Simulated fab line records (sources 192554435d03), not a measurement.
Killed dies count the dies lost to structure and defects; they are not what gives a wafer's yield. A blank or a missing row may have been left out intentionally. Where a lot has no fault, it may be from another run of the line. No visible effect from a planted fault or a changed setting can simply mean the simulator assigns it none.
Matching of chambers    flow n5Finfet    N5_SD_EPI_N_ETCH_45 on rieDiel-04: 4 sister chambers
The step etches SiOCN in CH3F/O2, target depth 6 nm. 7 wafers are shown with their chamber, then 9 later ones without.

EACH WAFER AND ITS CHAMBER
wafer   chamber  showerheadPlenumPTorr (Torr)  throttleValvePct (%)
L078.3  3        2.03                          23.46
L080.1  3        2.03                          23.45
L081.1  0        2.06                          23.08
L081.4  1        2.01                          23.51
L087.4  0        2.06                          23.10
L087.5  1        2.00                          23.51
L087.6  2        1.88                          23.46

WAFERS WITHOUT THEIR CHAMBER
wafer   showerheadPlenumPTorr (Torr)  throttleValvePct (%)
L089.1  2.00                          23.54
L089.3  2.03                          23.19
L089.5  2.03                          23.20
L091.1  2.02                          23.21
L091.3  2.02                          23.22
L091.6  2.02                          23.21
L096.3  2.13                          23.21
L096.5  2.02                          23.21
L096.6  2.13                          23.21

EACH ONE'S CHAMBER
wafer    from the rows above   in truth
L089.1   1                     1
L089.3   0                     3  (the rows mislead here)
L089.5   0                     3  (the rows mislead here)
L091.1   0                     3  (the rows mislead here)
L091.3   0                     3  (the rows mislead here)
L091.6   0                     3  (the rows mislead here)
L096.3   0                     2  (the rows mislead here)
L096.5   0                     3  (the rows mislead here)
L096.6   0                     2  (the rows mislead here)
Correct placement for 1 of the 9. Left unplaced by these rows: 0. Number placed wrongly: 8.
How it was worked out, from the rows above alone: a wafer's distance from a chamber is the root of the sum, over the readings, of the square of ((its reading less the chamber's mean) divided by the reading's scatter). If the next closest chamber is less than 2 further off than the closest, the wafer can't be placed; otherwise it belongs to the closest. A chamber's mean is the mean of its shown wafers. How the scatter is found: for the shown wafers, subtract from each reading the mean of its chamber, square and add these, divide the total by (wafers less chambers), then take the root.
